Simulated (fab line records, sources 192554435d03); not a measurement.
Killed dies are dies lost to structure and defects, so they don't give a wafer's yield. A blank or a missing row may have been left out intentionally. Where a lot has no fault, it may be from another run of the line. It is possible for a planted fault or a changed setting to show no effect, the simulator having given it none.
Matching of chambers -- flow n5-finfet -- 4 sister chambers for N5_BEOL_M6_ETCH_72 on rie-diel-01
The step etches underlayer in N2/H2, target depth 6.5 nm, time 5.2 s. 7 wafers are shown with their chamber, then 8 later ones without.

== EACH WAFER AND ITS CHAMBER ==
wafer,chamber,showerhead-plenum-p-Torr (Torr),drypump-motor-current-A (A)
L081.4,0,2.58,6.3
L080.3,1,2.68,5.9
L080.6,3,2.40,5.0
L084.1,2,2.53,5.2
L084.4,1,2.68,5.8
L084.6,2,2.53,5.1
L093.3,3,2.39,5.0

== WAFERS WITH NO CHAMBER GIVEN ==
wafer,showerhead-plenum-p-Torr (Torr),drypump-motor-current-A (A)
L093.4,2.67,5.8
L093.6,2.39,5.1
L094.1,2.66,5.8
L094.2,2.57,6.2
L094.3,2.52,5.1
L094.4,2.39,5.0
L094.5,2.66,5.8
L094.6,2.57,6.2

== WHICH CHAMBER EACH WENT THROUGH ==
wafer,from the rows above,in truth
L093.4,1,1
L093.6,3,3
L094.1,1,1
L094.2,0,0
L094.3,2,2
L094.4,3,3
L094.5,1,1
L094.6,0,0
Correctly placed: 8 of 8. Left unplaced by these rows: 0. 0 placed wrongly.
How it was worked out, from the rows above alone: a wafer's distance from a chamber is the root of the sum, over the readings, of the square of ((its reading less the chamber's mean) divided by the reading's scatter). The wafer belongs to the nearest chamber; if the next one is less than 2 further off, it can't be placed. For every chamber, the mean is computed from those of its wafers that are shown. How the scatter is found: for the shown wafers, subtract from each reading the mean of its chamber, square and add these, divide the total by (wafers less chambers), then take the root.
